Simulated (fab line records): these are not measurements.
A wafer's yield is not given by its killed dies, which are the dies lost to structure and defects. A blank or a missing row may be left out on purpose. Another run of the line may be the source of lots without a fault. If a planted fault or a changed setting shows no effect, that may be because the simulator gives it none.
Matching of chambers :: flow n5-finfet :: N5_BEOL_M0_SAQP_STRIP_86 on rie-diel-03: 4 sister chambers
The step strips in N2/H2. 7 wafers are shown with their chamber, then 7 later ones without.

== EACH WAFER AND ITS CHAMBER ==
wafer: L076.3
chamber: 2
showerhead-plenum-p-Torr (Torr): 3.33
drypump-motor-current-A (A): 6.6

wafer: L079.4
chamber: 0
showerhead-plenum-p-Torr (Torr): 3.37
drypump-motor-current-A (A): 5.2

wafer: L085.1
chamber: 0
showerhead-plenum-p-Torr (Torr): 3.36
drypump-motor-current-A (A): 5.3

wafer: L085.2
chamber: 1
showerhead-plenum-p-Torr (Torr): 3.30
drypump-motor-current-A (A): 5.9

wafer: L085.6
chamber: 3
showerhead-plenum-p-Torr (Torr): 3.45
drypump-motor-current-A (A): 6.4

wafer: L087.2
chamber: 1
showerhead-plenum-p-Torr (Torr): 3.30
drypump-motor-current-A (A): 5.8

wafer: L087.3
chamber: 3
showerhead-plenum-p-Torr (Torr): 3.45
drypump-motor-current-A (A): 6.4

== WAFERS WITHOUT THEIR CHAMBER ==
wafer: L087.6
showerhead-plenum-p-Torr (Torr): 3.45
drypump-motor-current-A (A): 6.4

wafer: L092.1
showerhead-plenum-p-Torr (Torr): 3.36
drypump-motor-current-A (A): 5.2

wafer: L092.3
showerhead-plenum-p-Torr (Torr): 3.31
drypump-motor-current-A (A): 6.6

wafer: L092.4
showerhead-plenum-p-Torr (Torr): 3.45
drypump-motor-current-A (A): 6.5

wafer: L095.1
showerhead-plenum-p-Torr (Torr): 3.29
drypump-motor-current-A (A): 5.8

wafer: L095.2
showerhead-plenum-p-Torr (Torr): 3.31
drypump-motor-current-A (A): 6.6

wafer: L095.4
showerhead-plenum-p-Torr (Torr): 3.44
drypump-motor-current-A (A): 6.5

== CHAMBER TAKEN BY EACH ==
wafer: L087.6
from the rows above: 3
in truth: 3

wafer: L092.1
from the rows above: 0
in truth: 0

wafer: L092.3
from the rows above: 2
in truth: 2

wafer: L092.4
from the rows above: 3
in truth: 3

wafer: L095.1
from the rows above: 1
in truth: 1

wafer: L095.2
from the rows above: 2
in truth: 2

wafer: L095.4
from the rows above: 3
in truth: 3
Correct placement for 7 of the 7. From these rows, 0 cannot be placed. Number placed wrongly: 0.
How it was worked out, from the rows above alone: a wafer's distance from a chamber is the root of the sum, over the readings, of the square of ((its reading less the chamber's mean) divided by the reading's scatter). If the next closest chamber is less than 2 further off than the closest, the wafer can't be placed; otherwise it belongs to the closest. Each chamber's mean is taken over the wafers shown for it. The scatter: take each reading less its chamber's mean, square it, sum over the shown wafers, divide by the number of wafers less the number of chambers, and take the root.
